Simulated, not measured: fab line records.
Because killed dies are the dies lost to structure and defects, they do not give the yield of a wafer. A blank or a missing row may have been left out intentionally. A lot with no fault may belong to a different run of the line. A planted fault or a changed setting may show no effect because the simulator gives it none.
Chamber matching :: flow n5 finfet :: N5_SPACER0_ALD_00 on ald sin-01 has 4 sister chambers
The step deposits SiOCN, target thk 3.5 nm, pulse time 3 s, purge time 2 s. 22 wafers are shown with their chamber, then 11 later ones without.

WAFERS PAIRED WITH THEIR CHAMBERS
wafer: L074.1
chamber: 3
heater power outer w (W): 518
heater power w (W): 791
precursor pulse height rel: 1.011

wafer: L074.3
chamber: 0
heater power outer w (W): 635
heater power w (W): 1060
precursor pulse height rel: 0.996

wafer: L074.5
chamber: 0
heater power outer w (W): 625
heater power w (W): 1056
precursor pulse height rel: 0.975

wafer: L076.1
chamber: 0
heater power outer w (W): 639
heater power w (W): 1066
precursor pulse height rel: 0.992

wafer: L076.4
chamber: 3
heater power outer w (W): 522
heater power w (W): 802
precursor pulse height rel: 0.977

wafer: L076.5
chamber: 1
heater power outer w (W): 526
heater power w (W): 870
precursor pulse height rel: 0.980

wafer: L077.1
chamber: 0
heater power outer w (W): 637
heater power w (W): 1027
precursor pulse height rel: 1.006

wafer: L077.4
chamber: 2
heater power outer w (W): 408
heater power w (W): 692
precursor pulse height rel: 1.058

wafer: L077.6
chamber: 0
heater power outer w (W): 637
heater power w (W): 1039
precursor pulse height rel: 1.034

wafer: L080.1
chamber: 0
heater power outer w (W): 635
heater power w (W): 1046
precursor pulse height rel: 0.953

wafer: L080.2
chamber: 1
heater power outer w (W): 530
heater power w (W): 852
precursor pulse height rel: 0.997

wafer: L080.6
chamber: 2
heater power outer w (W): 415
heater power w (W): 684
precursor pulse height rel: 1.000

wafer: L082.3
chamber: 1
heater power outer w (W): 524
heater power w (W): 861
precursor pulse height rel: 1.020

wafer: L082.4
chamber: 2
heater power outer w (W): 419
heater power w (W): 718
precursor pulse height rel: 1.007

wafer: L082.5
chamber: 2
heater power outer w (W): 411
heater power w (W): 698
precursor pulse height rel: 0.988

wafer: L083.1
chamber: 1
heater power outer w (W): 523
heater power w (W): 878
precursor pulse height rel: 0.994

wafer: L083.3
chamber: 3
heater power outer w (W): 524
heater power w (W): 798
precursor pulse height rel: 0.996

wafer: L083.5
chamber: 0
heater power outer w (W): 632
heater power w (W): 1051
precursor pulse height rel: 1.010

wafer: L084.1
chamber: 2
heater power outer w (W): 421
heater power w (W): 698
precursor pulse height rel: 1.009

wafer: L084.3
chamber: 1
heater power outer w (W): 520
heater power w (W): 848
precursor pulse height rel: 0.997

wafer: L084.5
chamber: 1
heater power outer w (W): 515
heater power w (W): 871
precursor pulse height rel: 1.018

wafer: L087.2
chamber: 0
heater power outer w (W): 630
heater power w (W): 1074
precursor pulse height rel: 0.995

SIGNATURES, as means of the wafers listed above
reading: heater power outer w
chamber 0: 633.75
chamber 1: 523.00
chamber 2: 414.80
chamber 3: 521.33
scatter within a chamber: 4.79

reading: heater power w
chamber 0: 1052.38
chamber 1: 863.33
chamber 2: 698.00
chamber 3: 797.00
scatter within a chamber: 12.8

reading: precursor pulse height rel
chamber 0: 0.99513
chamber 1: 1.00100
chamber 2: 1.01240
chamber 3: 0.99467
scatter within a chamber: 0.0219
Rule: a wafer lies at a distance from a chamber equal to the root of the sum of squares, over the readings, of (its reading less the chamber's mean, divided by the reading's scatter). If the next closest chamber is less than 2 further off than the closest, the wafer can't be placed; otherwise it belongs to the closest. The scatter: take each reading less its chamber's mean, square it, sum over the shown wafers, divide by the number of wafers less the number of chambers, and take the root.

WAFERS WHOSE CHAMBER IS MISSING
wafer: L087.3
heater power outer w (W): 531
heater power w (W): 874
precursor pulse height rel: 1.020

wafer: L087.4
heater power outer w (W): 516
heater power w (W): 821
precursor pulse height rel: 1.014

wafer: L090.1
heater power outer w (W): 550
heater power w (W): 879
precursor pulse height rel: 1.004

wafer: L090.2
heater power outer w (W): 638
heater power w (W): 1055
precursor pulse height rel: 1.036

wafer: L090.3
heater power outer w (W): 527
heater power w (W): 796
precursor pulse height rel: 1.000

wafer: L094.2
heater power outer w (W): 425
heater power w (W): 699
precursor pulse height rel: 0.984

wafer: L094.3
heater power outer w (W): 528
heater power w (W): 851
precursor pulse height rel: 1.020

wafer: L094.5
heater power outer w (W): 648
heater power w (W): 1065
precursor pulse height rel: 0.997

wafer: L096.1
heater power outer w (W): 420
heater power w (W): 702
precursor pulse height rel: 1.011

wafer: L096.2
heater power outer w (W): 532
heater power w (W): 879
precursor pulse height rel: 0.973

wafer: L096.6
heater power outer w (W): 542
heater power w (W): 886
precursor pulse height rel: 1.002

CHAMBER TAKEN BY EACH
wafer: L087.3
from the rows above: 1
in truth: 1

wafer: L087.4
from the rows above: can't be placed: 3 or 1
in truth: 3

wafer: L090.1
from the rows above: 1
in truth: 1

wafer: L090.2
from the rows above: 0
in truth: 0

wafer: L090.3
from the rows above: 3
in truth: 3

wafer: L094.2
from the rows above: 2
in truth: 2

wafer: L094.3
from the rows above: 1
in truth: 1

wafer: L094.5
from the rows above: 0
in truth: 0

wafer: L096.1
from the rows above: 2
in truth: 2

wafer: L096.2
from the rows above: 1
in truth: 1

wafer: L096.6
from the rows above: 1
in truth: 1
Correct placement for 10 of the 11. These rows do not allow placing 1 (true chamber among the candidates in 1). Placed wrongly: 0.
